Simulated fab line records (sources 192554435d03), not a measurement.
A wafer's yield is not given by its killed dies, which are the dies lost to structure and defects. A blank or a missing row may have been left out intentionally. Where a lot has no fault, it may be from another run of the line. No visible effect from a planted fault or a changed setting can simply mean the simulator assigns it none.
Matching of chambers ; flow n5_finfet ; cmp-03 running N5_HKMG_FIN_CMP_23: 4 sister chambers
The step polishes, stops on SiNx, t overpolish 10 s, target thk 46.326 nm. 22 wafers are shown with their chamber, then 11 later ones without.

## EACH WAFER AND ITS CHAMBER
wafer;chamber;motor_current_A (A);overpolish_run_s (s);slurry_flow_ml_min
L075.1;1;12.7;9.992;150.1
L075.2;2;10.4;10.010;149.4
L075.4;3;12.5;10.003;150.1
L077.1;0;13.4;10.006;150.4
L077.2;3;12.7;9.995;149.4
L077.6;3;12.2;9.994;149.2
L079.4;1;13.3;9.985;149.9
L079.5;3;13.2;9.997;150.5
L079.6;2;11.0;10.005;150.0
L081.2;1;13.2;10.000;150.2
L081.4;2;11.3;10.006;149.7
L081.6;3;13.2;9.994;150.2
L083.1;3;12.5;10.005;149.9
L083.2;2;11.4;10.002;149.6
L083.6;3;12.7;10.000;150.5
L088.1;2;11.0;9.988;150.2
L088.2;3;12.6;10.007;149.8
L088.3;1;13.1;9.989;149.1
L089.1;1;12.6;9.992;150.2
L089.4;2;11.5;9.998;149.8
L089.6;2;11.1;10.011;150.0
L090.1;2;10.8;10.002;150.0

SIGNATURES (means of the wafers above)
reading;chamber 0;chamber 1;chamber 2;chamber 3;scatter within a chamber
motor_current_A;13.400;12.980;11.062;12.700;0.342
overpolish_run_s;10.00600;9.99160;10.00275;9.99938;0.00617
slurry_flow_ml_min;150.400;149.900;149.838;149.950;0.403
Rule: a wafer lies at a distance from a chamber equal to the root of the sum of squares, over the readings, of (its reading less the chamber's mean, divided by the reading's scatter). The wafer belongs to the nearest chamber; if the next one is less than 2 further off, it can't be placed. The scatter: the root of (the sum of the squares of (reading less its chamber's mean) over the shown wafers, divided by (wafers less chambers)).

## WAFERS WITHOUT THEIR CHAMBER
wafer;motor_current_A (A);overpolish_run_s (s);slurry_flow_ml_min
L090.2;12.7;10.007;149.7
L090.5;13.8;10.010;150.0
L093.1;13.4;10.024;149.9
L093.4;10.9;9.990;149.6
L093.6;10.9;10.013;149.8
L094.1;11.2;10.003;151.0
L094.2;12.8;9.991;150.7
L094.3;13.6;9.994;149.8
L097.3;11.0;10.013;150.2
L097.4;14.0;10.000;149.5
L097.6;11.6;10.004;150.1

## WHICH CHAMBER EACH ONE RAN IN
wafer;from the rows above;in truth
L090.2;can't be placed: 3 or 1 or 0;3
L090.5;can't be placed: 0 or 3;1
L093.1;can't be placed: 0 or 3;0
L093.4;2;2
L093.6;2;2
L094.1;2;2
L094.2;can't be placed: 1 or 3 or 0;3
L094.3;can't be placed: 1 or 0 or 3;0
L097.3;2;2
L097.4;can't be placed: 0 or 1 or 3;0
L097.6;can't be placed: 2 or 3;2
Correct placement for 4 of the 11. Cannot be placed on the basis of these rows: 7; the candidates contain the true chamber in 6. 0 placed wrongly.
